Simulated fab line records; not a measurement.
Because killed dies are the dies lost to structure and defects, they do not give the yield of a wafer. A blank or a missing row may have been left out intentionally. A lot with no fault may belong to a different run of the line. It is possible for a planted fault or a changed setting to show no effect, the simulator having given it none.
fab line records -- flow nand-harc -- part 1 of 2: steps 1 to 22 of 32
[record] lots = 5, wafers = 15, last-day = 32
route steps=1302 shown P_ZERO_WELL@18
lots that met no fault: taken from a fault-free run of the same line
start-h: hours from the record's first day to the start of the lot's first wafer shown -- wait-h: hours since the lot's step before -- " identical to the entry in the row above -- L1.1+2: a single row standing in for several wafers -- - no value present, or no start provided -- * or withheld: withheld -- < > ~ a bound
route shown NAME@n: names a module that has steps shown in the file, with the first one's number in the route -- usual: mean and standard deviation over wafers with no fault -- same: alike in all rows -- chamber/n: place in a boat -- sites: each site's reading -- _std_site: the standard deviation of these -- _edge_site: inner sites' mean taken away from outer sites' mean -- radius-mm: how far each site lies from the wafer's centre -- mask NAME#n: copy n -- behind: the last tool/chamber to shape the wafer -- hold: what put the lot on hold/how long, in hours/how the hold closed -- device: whichever transistor did not switch (one of n, p or np) -- end of line: tests run on the same wafers once the route is complete -- a step with no rows: only its recipe -- killed: not the wafer's yield, but the dies lost to structure and defects at the first sort -- map: shows each die of a wafer: x if killed, . if not, _ if none is there
set.NAME: the setting as run; set.NAME@STEP: as run at that earlier step -- model.NAME: the simulator's own value behind a step, which no gauge read
lots at selected steps of the route; one table per step, one row per wafer
services: when a tool's chamber went out of use (start-h, in hours from the record's first day, below 0 if earlier), for how many hours, and the reason
[[steps]]
[step NHARC_P_ZERO_WELL_ETCH_62]
[recipe] target-depth-a = 130, time-s = 6.5, chf3-flow-sccm = 50, ar-flow-sccm = 200, rf-w = 500, bias-w = 200, chemistry = CHF3/Ar
[usual] bias-w = 200.1/0.61, drypump-motor-current-A = 5.7/0.35, oes-product-au = 0.958/0.018, rf-vpp-V = 370.8/2.6, showerhead-plenum-p-Torr = 2.36/0.11, throttle-valve-pct = 20.217/0.0081
lot.wafer,tool,chamber,start-h,wait-h,bias-w,drypump-motor-current-A,oes-product-au,rf-hours-counter-h,rf-vpp-V,showerhead-plenum-p-Torr,throttle-valve-pct
L075.2,rie-diel-10,3,-,-,200.3,5.5,0.936,42,367.9,2.21,20.217
L075.4,rie-diel-10,0,-,-,199.0,5.2,0.968,40,369.6,2.33,20.216
L075.5,rie-diel-10,1,-,-,200.4,6.0,0.954,-,368.0,2.25,20.210
L079.3,rie-diel-08,2,-,-,199.8,5.8,0.949,13,373.1,2.46,20.211
L079.4,rie-diel-08,0,-,-,200.3,5.9,0.928,16,371.9,2.48,20.225
L079.6,rie-diel-08,1,-,-,199.6,5.9,0.937,-,371.9,2.46,20.207
L088.4,rie-diel-08,1,-,-,199.2,5.9,0.960,32,372.9,2.45,20.213
L088.1,rie-diel-08,2,-,-,201.1,5.8,0.999,33,373.4,2.45,20.234
L088.6,rie-diel-08,1,-,-,200.0,5.8,0.949,-,372.9,2.45,20.211
L092.3,rie-diel-10,1,-,-,200.9,6.0,0.969,42,368.2,2.23,20.219
L092.2,rie-diel-10,2,-,-,200.4,5.1,0.958,38,370.2,2.37,20.217
L092.4,rie-diel-10,0,-,-,200.0,5.2,0.958,50,369.7,2.31,20.228
L094.1,rie-diel-08,0,-,-,199.9,5.9,0.977,5,374.9,2.47,20.209
L094.3,rie-diel-08,2,-,-,200.1,5.7,0.978,7,372.0,2.45,20.220
L094.6,rie-diel-08,1,-,-,200.8,5.9,0.963,-,373.5,2.44,20.211
[step NHARC_P_ZERO_WELL_ETCH_63]
[recipe] target-depth-a = 1200, time-s = 40.1, hbr-flow-sccm = 150, cl2-flow-sccm = 50, rf-w = 400, icp-w = 400, bias-w = 100, chemistry = HBr/Cl2
[usual] bias-w = 100.0/0.31, drypump-motor-current-A = 5.7/0.47, oes-product-au = 0.997/0.0082, throttle-valve-pct = 26.406/0.0098
lot.wafer,tool,chamber,start-h,wait-h,bias-w,drypump-motor-current-A,oes-product-au,rf-hours-counter-h,throttle-valve-pct
L075.2,rie-si-06,0,31.85,-,99.7,5.9,1.006,0.8,26.418
L075.5,rie-si-06,2,31.85,-,99.7,5.3,1.003,-,26.393
L075.4,rie-si-06,3,31.85,-,99.3,5.2,1.001,-,26.418
L079.3,rie-si-02,3,73.77,-,100.1,4.9,1.000,0.9,26.403
L079.4,rie-si-02,2,73.77,-,100.1,5.5,1.004,1.0,26.418
L079.6,rie-si-02,3,73.77,-,100.2,4.9,1.005,-,26.399
L088.1,rie-si-06,2,161.67,-,100.3,5.3,0.988,0.6,26.406
L088.4,rie-si-06,3,161.67,-,100.2,5.2,0.987,0.5,26.415
L088.6,rie-si-06,2,161.67,-,100.4,5.3,0.982,-,26.403
L092.3,rie-si-03,1,201.53,-,100.2,6.2,0.997,0.8,26.399
L092.4,rie-si-03,2,201.53,-,99.8,5.5,1.002,0.8,26.398
L092.2,rie-si-03,3,201.53,-,99.3,5.6,1.008,0.9,26.386
L094.3,rie-si-06,0,221.66,-,99.8,6.0,0.991,0.8,26.397
L094.1,rie-si-06,3,221.66,-,100.2,5.2,0.981,0.9,26.404
L094.6,rie-si-06,1,221.66,-,99.9,6.4,0.999,-,26.396
[step NHARC_P_ZERO_WELL_STRIP_15]
[recipe] time-s = 900, temp-c = 130, chemistry = SPM
[usual] temp-c = 130.00/0.15
lot.wafer,tool,chamber,start-h,wait-h,temp-c
L075.4,wet-bench-09,7,32.00,-,129.94
L075.5,wet-bench-09,0,32.00,-,130.14
L075.2,wet-bench-09,3,32.00,-,130.06
L079.6,wet-bench-07,6,73.93,-,130.04
L079.4,wet-bench-07,1,73.93,-,129.92
L079.3,wet-bench-07,2,73.93,-,129.85
L088.4,wet-bench-01,3,161.82,-,130.10
L088.1,wet-bench-01,4,161.82,-,130.08
L088.6,wet-bench-01,7,161.82,-,129.91
L092.4,wet-bench-07,5,201.69,-,130.06
L092.3,wet-bench-07,6,201.69,-,130.01
L092.2,wet-bench-07,0,201.69,-,130.14
L094.6,wet-bench-09,6,221.81,-,130.06
L094.1,wet-bench-09,7,221.81,-,130.07
L094.3,wet-bench-09,3,221.81,-,130.26
[step NHARC_P_ZERO_WELL_DEHYDRATE_16]
[recipe] temp-c = 150, time-s = 120
[usual] chill-plate-temp-C = 22.99/0.099, resist-line-temp-C = 23.00/0.096
lot.wafer,tool,chamber,start-h,wait-h,chill-plate-temp-C,resist-line-temp-C
L075.2,litho-track-02,0,32.35,-,22.98,22.90
L075.4,litho-track-02,0,32.35,-,23.04,22.86
L075.5,litho-track-02,0,32.35,-,23.06,23.11
L079.3,litho-track-05,0,74.28,-,23.05,23.06
L079.4,litho-track-05,0,74.28,-,23.13,22.83
L079.6,litho-track-05,0,74.28,-,22.99,22.86
L088.1,litho-track-07,0,162.17,-,22.90,23.04
L088.4,litho-track-07,0,162.17,-,22.99,22.91
L088.6,litho-track-07,0,162.17,-,23.08,22.99
L092.2,litho-track-05,0,202.04,-,23.07,22.95
L092.3,litho-track-05,0,202.04,-,22.94,22.92
L092.4,litho-track-05,0,202.04,-,22.80,23.06
L094.1,litho-track-07,0,222.21,-,22.94,23.05
L094.3,litho-track-07,0,222.21,-,23.01,22.97
L094.6,litho-track-07,0,222.21,-,22.92,23.07
[step NHARC_P_ZERO_WELL_HMDS_17]
[recipe] time-s = 30
[usual] chill-plate-temp-C = 23.00/0.089, resist-line-temp-C = 23.02/0.11
lot.wafer,tool,chamber,start-h,wait-h,chill-plate-temp-C,resist-line-temp-C
L075.2,litho-track-02,0,-,-,22.95,23.01
L075.4,litho-track-02,0,-,-,23.08,23.22
L075.5,litho-track-02,0,-,-,22.96,23.05
L079.3,litho-track-05,0,-,-,23.10,23.13
L079.4,litho-track-05,0,-,-,22.95,23.22
L079.6,litho-track-05,0,-,-,23.10,23.24
L088.1,litho-track-07,0,-,-,22.90,22.93
L088.4,litho-track-07,0,-,-,22.94,23.06
L088.6,litho-track-07,0,-,-,22.97,22.98
L092.2,litho-track-05,0,-,-,23.04,22.78
L092.3,litho-track-05,0,-,-,22.88,22.93
L092.4,litho-track-05,0,-,-,23.02,22.79
L094.1,litho-track-07,0,-,-,22.87,22.95
L094.3,litho-track-07,0,-,-,23.21,22.81
L094.6,litho-track-07,0,-,-,23.02,22.91
[step NHARC_P_ZERO_WELL_COAT_18]
[recipe] spin-rpm = withheld
[usual] chill-plate-temp-C = 23.00/0.12, resist-line-temp-C = 23.00/0.13
lot.wafer,tool,chamber,start-h,wait-h,chill-plate-temp-C,resist-line-temp-C
L075.2,litho-track-02,0,-,-,23.03,23.09
L075.4,litho-track-02,0,-,-,23.04,22.87
L075.5,litho-track-02,0,-,-,22.81,23.13
L079.3,litho-track-05,0,-,-,23.02,23.09
L079.4,litho-track-05,0,-,-,23.11,23.04
L079.6,litho-track-05,0,-,-,23.05,23.16
L088.1,litho-track-07,0,-,-,22.84,22.93
L088.4,litho-track-07,0,-,-,22.98,23.08
L088.6,litho-track-07,0,-,-,22.80,23.09
L092.2,litho-track-05,0,-,-,22.82,23.26
L092.3,litho-track-05,0,-,-,22.85,23.13
L092.4,litho-track-05,0,-,-,22.91,23.06
L094.1,litho-track-07,0,-,-,22.94,23.12
L094.3,litho-track-07,0,-,-,22.84,23.00
L094.6,litho-track-07,0,-,-,22.97,23.05
[step NHARC_P_ZERO_WELL_SOFTBAKE_19]
[recipe] temp-c = 122, time-s = 95
[usual] chill-plate-temp-C = 22.98/0.1, resist-line-temp-C = 22.98/0.095
lot.wafer,tool,chamber,start-h,wait-h,chill-plate-temp-C,resist-line-temp-C
L075.2,litho-track-02,0,-,-,22.78,22.95
L075.4,litho-track-02,0,-,-,22.92,23.08
L075.5,litho-track-02,0,-,-,22.84,22.96
L079.3,litho-track-05,0,-,-,23.17,23.19
L079.4,litho-track-05,0,-,-,23.09,23.00
L079.6,litho-track-05,0,-,-,23.07,23.00
L088.1,litho-track-07,0,-,-,22.80,22.96
L088.4,litho-track-07,0,-,-,22.94,23.12
L088.6,litho-track-07,0,-,-,22.96,23.14
L092.2,litho-track-05,0,-,-,22.95,22.96
L092.3,litho-track-05,0,-,-,22.94,22.99
L092.4,litho-track-05,0,-,-,22.97,23.06
L094.1,litho-track-07,0,-,-,22.97,22.78
L094.3,litho-track-07,0,-,-,22.90,23.03
L094.6,litho-track-07,0,-,-,22.97,22.90
[step NHARC_P_ZERO_WELL_EBR_20]
[usual] chill-plate-temp-C = 22.99/0.1, resist-line-temp-C = 23.02/0.11
lot.wafer,tool,chamber,start-h,wait-h,chill-plate-temp-C,resist-line-temp-C
L075.2,litho-track-02,0,-,-,22.98,23.04
L075.4,litho-track-02,0,-,-,22.85,23.03
L075.5,litho-track-02,0,-,-,22.85,23.04
L079.3,litho-track-05,0,-,-,23.06,22.84
L079.4,litho-track-05,0,-,-,23.05,22.96
L079.6,litho-track-05,0,-,-,22.99,22.93
L088.1,litho-track-07,0,-,-,23.10,23.04
L088.4,litho-track-07,0,-,-,23.01,23.09
L088.6,litho-track-07,0,-,-,23.15,23.22
L092.2,litho-track-05,0,-,-,23.03,23.09
L092.3,litho-track-05,0,-,-,22.90,23.09
L092.4,litho-track-05,0,-,-,22.79,23.12
L094.1,litho-track-07,0,-,-,23.13,22.96
L094.3,litho-track-07,0,-,-,22.85,23.09
L094.6,litho-track-07,0,-,-,23.02,22.92
[step NHARC_P_ZERO_WELL_EXPOSE_21]
[recipe] na = 0.6, target-cd-nm = 720, dose-mj = 22.31, mask-id = P_NWELL
[usual] exposure-dose-mJ-cm2 = 22.312/0.024
lot.wafer,tool,chamber,start-h,wait-h,mask,exposure-dose-mJ-cm2
L075.2,krf-scanner-04,0,32.50,-,P_NWELL#0,22.305
L075.4,krf-scanner-04,0,32.50,-,P_NWELL#0,22.290
L075.5,krf-scanner-04,0,32.50,-,P_NWELL#0,22.288
L079.3,krf-scanner-01,0,74.55,-,P_NWELL#0,22.289
L079.4,krf-scanner-01,0,74.55,-,P_NWELL#0,22.329
L079.6,krf-scanner-01,0,74.55,-,P_NWELL#0,22.292
L088.1,krf-scanner-04,0,162.32,-,P_NWELL#0,22.358
L088.4,krf-scanner-04,0,162.32,-,P_NWELL#0,22.349
L088.6,krf-scanner-04,0,162.32,-,P_NWELL#0,22.366
L092.2,krf-scanner-03,0,202.19,-,P_NWELL#0,22.308
L092.3,krf-scanner-03,0,202.19,-,P_NWELL#0,22.314
L092.4,krf-scanner-03,0,202.19,-,P_NWELL#0,22.316
L094.1,krf-scanner-04,0,222.48,-,P_NWELL#0,22.281
L094.3,krf-scanner-04,0,222.48,-,P_NWELL#0,22.299
L094.6,krf-scanner-04,0,222.48,-,P_NWELL#0,22.337
[step NHARC_P_ZERO_WELL_PEB_22]
[recipe] peb-temp-c = 118, peb-time-s = 85
[usual] chill-plate-temp-C = 23.00/0.098, resist-line-temp-C = 23.00/0.099
lot.wafer,tool,chamber,start-h,wait-h,chill-plate-temp-C,resist-line-temp-C
L075.2,litho-track-07,0,32.57,0.1,23.09,22.97
L075.4,litho-track-07,0,32.57,0.1,23.04,23.01
L075.5,litho-track-07,0,32.57,0.1,23.08,23.01
L079.3,litho-track-02,0,74.61,0.1,23.05,22.95
L079.4,litho-track-02,0,74.61,0.1,23.11,23.16
L079.6,litho-track-02,0,74.61,0.1,23.03,22.82
L088.1,litho-track-02,0,162.38,0.1,23.04,22.99
L088.4,litho-track-02,0,162.38,0.1,22.99,22.94
L088.6,litho-track-02,0,162.38,0.1,22.89,23.03
L092.2,litho-track-02,0,202.25,0.1,22.94,22.99
L092.3,litho-track-02,0,202.25,0.1,22.96,23.01
L092.4,litho-track-02,0,202.25,0.1,22.89,22.93
L094.1,litho-track-07,0,222.54,0.1,22.99,23.14
L094.3,litho-track-07,0,222.54,0.1,22.98,23.16
L094.6,litho-track-07,0,222.54,0.1,22.95,23.09
[step NHARC_P_ZERO_WELL_DEVELOP_23]
[recipe] time-s = 70
[usual] chill-plate-temp-C = 23.02/0.093, resist-line-temp-C = 22.99/0.094
lot.wafer,tool,chamber,start-h,wait-h,chill-plate-temp-C,resist-line-temp-C
L075.2,litho-track-07,0,-,-,23.10,23.04
L075.4,litho-track-07,0,-,-,23.07,23.06
L075.5,litho-track-07,0,-,-,23.18,23.01
L079.3,litho-track-02,0,-,-,22.97,23.13
L079.4,litho-track-02,0,-,-,23.05,23.03
L079.6,litho-track-02,0,-,-,22.97,23.02
L088.1,litho-track-02,0,-,-,22.99,23.08
L088.4,litho-track-02,0,-,-,23.00,22.98
L088.6,litho-track-02,0,-,-,23.05,22.96
L092.2,litho-track-02,0,-,-,23.04,23.03
L092.3,litho-track-02,0,-,-,23.02,23.05
L092.4,litho-track-02,0,-,-,23.06,22.91
L094.1,litho-track-07,0,-,-,23.07,23.12
L094.3,litho-track-07,0,-,-,23.02,23.07
L094.6,litho-track-07,0,-,-,23.15,23.11
[step NHARC_P_ZERO_WELL_CD_MEAS_24]
[recipe] target-cd-nm = 720, landing-energy-ev = 500
[usual] cd-nm = 721.3/1.5
lot.wafer,tool,chamber,start-h,wait-h,cd-nm
L075.2,cd-sem-02,0,32.66,-,719.4
L075.4,cd-sem-02,0,32.66,-,720.4
L075.5,cd-sem-02,0,32.66,-,724.2
L079.3,cd-sem-01,0,74.71,-,721.3
L079.4,cd-sem-01,0,74.71,-,722.0
L079.6,cd-sem-01,0,74.71,-,723.3
L088.1,cd-sem-02,0,162.47,-,718.3
L088.4,cd-sem-02,0,162.47,-,720.9
L088.6,cd-sem-02,0,162.47,-,721.7
L092.2,cd-sem-01,0,202.34,-,721.9
L092.3,cd-sem-01,0,202.34,-,722.2
L092.4,cd-sem-01,0,202.34,-,721.1
L094.1,cd-sem-03,0,222.63,-,718.8
L094.3,cd-sem-03,0,222.63,-,720.2
L094.6,cd-sem-03,0,222.63,-,722.6
[step NHARC_P_ZERO_WELL_HARDBAKE_25]
[recipe] temp-c = 125, time-s = 80
[usual] chill-plate-temp-C = 22.99/0.089, resist-line-temp-C = 23.01/0.095
lot.wafer,tool,chamber,start-h,wait-h,chill-plate-temp-C,resist-line-temp-C
L075.2,litho-track-05,0,32.74,-,23.00,22.85
L075.4,litho-track-05,0,32.74,-,23.14,23.08
L075.5,litho-track-05,0,32.74,-,23.00,22.97
L079.3,litho-track-07,0,74.79,-,22.96,22.90
L079.4,litho-track-07,0,74.79,-,23.01,22.93
L079.6,litho-track-07,0,74.79,-,23.05,22.93
L088.1,litho-track-07,0,162.55,-,23.01,22.92
L088.4,litho-track-07,0,162.55,-,22.94,22.93
L088.6,litho-track-07,0,162.55,-,22.99,22.90
L092.2,litho-track-07,0,202.42,-,23.03,23.02
L092.3,litho-track-07,0,202.42,-,23.04,22.85
L092.4,litho-track-07,0,202.42,-,22.98,22.87
L094.1,litho-track-05,0,222.71,-,23.05,22.81
L094.3,litho-track-05,0,222.71,-,22.94,23.03
L094.6,litho-track-05,0,222.71,-,23.01,22.92
[step NHARC_P_ZERO_WELL_DESCUM_26]
[recipe] time-s = 3, o2-flow-sccm = 200, ar-flow-sccm = 0, bias-power-w = 0, chemistry = O2
[usual] drypump-motor-current-A = 5.8/0.35, o2-flow-sccm = 200.1/0.59, oes-product-au = 1.001/0.009, rf-vpp-V = 57.7/0.81, showerhead-plenum-p-Torr = 1.91/0.1, throttle-valve-pct = 11.312/0.0094
lot.wafer,tool,chamber,start-h,wait-h,drypump-motor-current-A,o2-flow-sccm,oes-product-au,rf-hours-counter-h,rf-vpp-V,showerhead-plenum-p-Torr,throttle-valve-pct
L075.2,rie-diel-03,2,32.81,-,5.7,200.6,1.004,29,58.3,1.80,11.309
L075.4,rie-diel-03,3,32.81,-,5.6,200.5,1.001,35,57.5,1.95,11.306
L075.5,rie-diel-03,3,32.81,-,5.6,199.8,1.009,-,57.7,1.95,11.302
L079.3,rie-diel-10,1,74.91,-,6.0,200.3,0.997,0,58.4,1.83,11.332
L079.4,rie-diel-10,0,74.91,-,5.2,200.5,1.007,-,58.1,1.90,11.333
L079.6,rie-diel-10,1,74.91,-,6.0,199.4,0.987,-,57.1,1.83,11.303
L088.1,rie-diel-08,0,162.63,-,5.9,200.1,0.989,38,57.8,2.02,11.324
L088.4,rie-diel-08,3,162.63,-,6.3,199.8,1.017,38,57.3,1.81,11.318
L088.6,rie-diel-08,0,162.63,-,5.9,199.6,1.004,-,58.1,2.02,11.304
L092.3,rie-diel-03,0,202.50,-,5.5,199.2,1.003,30,59.3,2.05,11.317
L092.4,rie-diel-03,1,202.50,-,6.3,200.1,0.999,33,57.9,1.81,11.316
L092.2,rie-diel-03,2,202.50,-,5.6,201.3,0.996,35,57.5,1.78,11.299
L094.1,rie-diel-08,1,222.82,-,5.9,200.0,1.002,7,60.2,2.00,11.320
L094.3,rie-diel-08,2,222.82,-,5.7,200.6,1.013,7,58.3,2.00,11.305
L094.6,rie-diel-08,0,222.82,-,5.9,199.2,0.989,-,58.2,2.02,11.308
[step NHARC_P_ZERO_WELL_IMPLANT_27]
[recipe] energy-kev = 600, dose-cm2 = 1e+13, tilt-deg = 7
lot.wafer,tool,chamber,start-h,wait-h
L075.2+4+5,implanter-02,0,32.99,0.2
L079.3+4+6,implanter-02,0,75.11,0.2
L088.1+4+6,implanter-02,0,162.78,0.1
L092.2+3+4,implanter-01,0,202.67,0.1
L094.1+3+6,implanter-02,0,222.94,0.1
[step NHARC_P_ZERO_WELL_IMPLANT_57]
[recipe] energy-kev = 250, dose-cm2 = 4e+12, tilt-deg = 7
lot.wafer,tool,chamber,start-h,wait-h
L075.2+4+5,implanter-02,0,33.17,0.1
L079.3+4+6,implanter-02,0,75.29,0.1
L088.1+4+6,implanter-02,0,162.96,0.2
L092.2+3+4,implanter-01,0,202.86,0.2
L094.1+3+6,implanter-02,0,223.11,0.1
[step NHARC_P_ZERO_WELL_IMPLANT_58]
[recipe] energy-kev = 100, dose-cm2 = 2e+12, tilt-deg = 7
lot.wafer,tool,chamber,start-h,wait-h
L075.2+4+5,implanter-02,0,33.35,0.2
L079.3+4+6,implanter-02,0,75.47,0.1
L088.1+4+6,implanter-02,0,163.15,0.2
L092.2+3+4,implanter-01,0,203.03,0.1
L094.1+3+6,implanter-02,0,223.30,0.2
[step NHARC_P_ZERO_WELL_STRIP_28]
[recipe] time-s = 840, temp-c = 130, chemistry = SPM
[usual] temp-c = 130.02/0.16
lot.wafer,tool,chamber,start-h,wait-h,temp-c
L075.2,wet-bench-01,2,33.55,0.2,129.95
L075.5,wet-bench-01,4,33.55,0.2,130.37
L075.4,wet-bench-01,5,33.55,0.2,130.08
L079.3,wet-bench-07,0,75.63,0.1,130.00
L079.6,wet-bench-07,3,75.63,0.1,130.33
L079.4,wet-bench-07,4,75.63,0.1,129.98
L088.4,wet-bench-09,0,163.36,0.1,129.82
L088.1,wet-bench-09,2,163.36,0.1,129.96
L088.6,wet-bench-09,5,163.36,0.1,129.99
L092.3,wet-bench-01,7,203.22,0.1,129.70
L092.4,wet-bench-01,2,203.22,0.1,129.99
L092.2,wet-bench-01,4,203.22,0.1,129.96
L094.6,wet-bench-09,4,223.56,0.1,129.88
L094.3,wet-bench-09,5,223.56,0.1,130.32
L094.1,wet-bench-09,6,223.56,0.1,130.09
[step NHARC_P_ZERO_WELL_DEHYDRATE_29]
[recipe] temp-c = 150, time-s = 120
[usual] chill-plate-temp-C = 23.00/0.12, resist-line-temp-C = 23.01/0.1
lot.wafer,tool,chamber,start-h,wait-h,chill-plate-temp-C,resist-line-temp-C
L075.2,litho-track-02,0,33.86,-,22.94,22.95
L075.4,litho-track-02,0,33.86,-,23.01,23.05
L075.5,litho-track-02,0,33.86,-,22.95,23.09
L079.3,litho-track-02,0,75.96,-,22.92,23.03
L079.4,litho-track-02,0,75.96,-,22.87,22.98
L079.6,litho-track-02,0,75.96,-,22.79,23.06
L088.1,litho-track-07,0,163.69,-,22.91,22.89
L088.4,litho-track-07,0,163.69,-,22.84,22.86
L088.6,litho-track-07,0,163.69,-,22.76,22.83
L092.2,litho-track-07,0,203.55,-,23.06,22.91
L092.3,litho-track-07,0,203.55,-,22.81,22.94
L092.4,litho-track-07,0,203.55,-,22.95,22.88
L094.1,litho-track-07,0,223.89,-,22.99,22.88
L094.3,litho-track-07,0,223.89,-,23.05,22.85
L094.6,litho-track-07,0,223.89,-,22.97,23.06
[step NHARC_P_ZERO_WELL_HMDS_30]
[recipe] time-s = 30
[usual] chill-plate-temp-C = 23.01/0.11, resist-line-temp-C = 23.02/0.11
lot.wafer,tool,chamber,start-h,wait-h,chill-plate-temp-C,resist-line-temp-C
L075.2,litho-track-02,0,-,-,23.01,22.89
L075.4,litho-track-02,0,-,-,22.97,23.00
L075.5,litho-track-02,0,-,-,23.10,23.04
L079.3,litho-track-02,0,-,-,22.98,22.90
L079.4,litho-track-02,0,-,-,22.93,22.97
L079.6,litho-track-02,0,-,-,22.93,22.87
L088.1,litho-track-07,0,-,-,23.13,23.03
L088.4,litho-track-07,0,-,-,22.93,23.11
L088.6,litho-track-07,0,-,-,23.22,23.07
L092.2,litho-track-07,0,-,-,22.86,22.94
L092.3,litho-track-07,0,-,-,22.78,23.02
L092.4,litho-track-07,0,-,-,22.89,23.13
L094.1,litho-track-07,0,-,-,22.92,22.95
L094.3,litho-track-07,0,-,-,23.17,23.02
L094.6,litho-track-07,0,-,-,22.97,23.13
[step NHARC_P_ZERO_WELL_COAT_31]
[recipe] spin-rpm = withheld
[usual] chill-plate-temp-C = 22.99/0.097, resist-line-temp-C = 23.00/0.1
lot.wafer,tool,chamber,start-h,wait-h,chill-plate-temp-C,resist-line-temp-C
L075.2,litho-track-02,0,-,-,22.95,23.02
L075.4,litho-track-02,0,-,-,23.04,22.91
L075.5,litho-track-02,0,-,-,23.11,22.93
L079.3,litho-track-02,0,-,-,22.90,22.96
L079.4,litho-track-02,0,-,-,22.96,23.10
L079.6,litho-track-02,0,-,-,22.90,22.96
L088.1,litho-track-07,0,-,-,23.03,23.05
L088.4,litho-track-07,0,-,-,22.94,23.21
L088.6,litho-track-07,0,-,-,23.01,23.12
L092.2,litho-track-07,0,-,-,23.03,22.79
L092.3,litho-track-07,0,-,-,22.84,22.88
L092.4,litho-track-07,0,-,-,22.82,22.79
L094.1,litho-track-07,0,-,-,23.14,23.03
L094.3,litho-track-07,0,-,-,22.92,23.22
L094.6,litho-track-07,0,-,-,23.14,22.99
[step NHARC_P_ZERO_WELL_SOFTBAKE_32]
[recipe] temp-c = 122, time-s = 95
[usual] chill-plate-temp-C = 22.97/0.11, resist-line-temp-C = 23.01/0.1
lot.wafer,tool,chamber,start-h,wait-h,chill-plate-temp-C,resist-line-temp-C
L075.2,litho-track-02,0,-,-,23.19,22.97
L075.4,litho-track-02,0,-,-,22.98,22.97
L075.5,litho-track-02,0,-,-,22.98,22.95
L079.3,litho-track-02,0,-,-,22.91,22.95
L079.4,litho-track-02,0,-,-,22.99,23.01
L079.6,litho-track-02,0,-,-,22.89,23.10
L088.1,litho-track-07,0,-,-,23.14,23.08
L088.4,litho-track-07,0,-,-,23.08,23.04
L088.6,litho-track-07,0,-,-,23.07,23.09
L092.2,litho-track-07,0,-,-,22.87,23.01
L092.3,litho-track-07,0,-,-,23.02,22.99
L092.4,litho-track-07,0,-,-,23.00,22.93
L094.1,litho-track-07,0,-,-,22.96,22.93
L094.3,litho-track-07,0,-,-,22.92,22.96
L094.6,litho-track-07,0,-,-,22.94,22.85
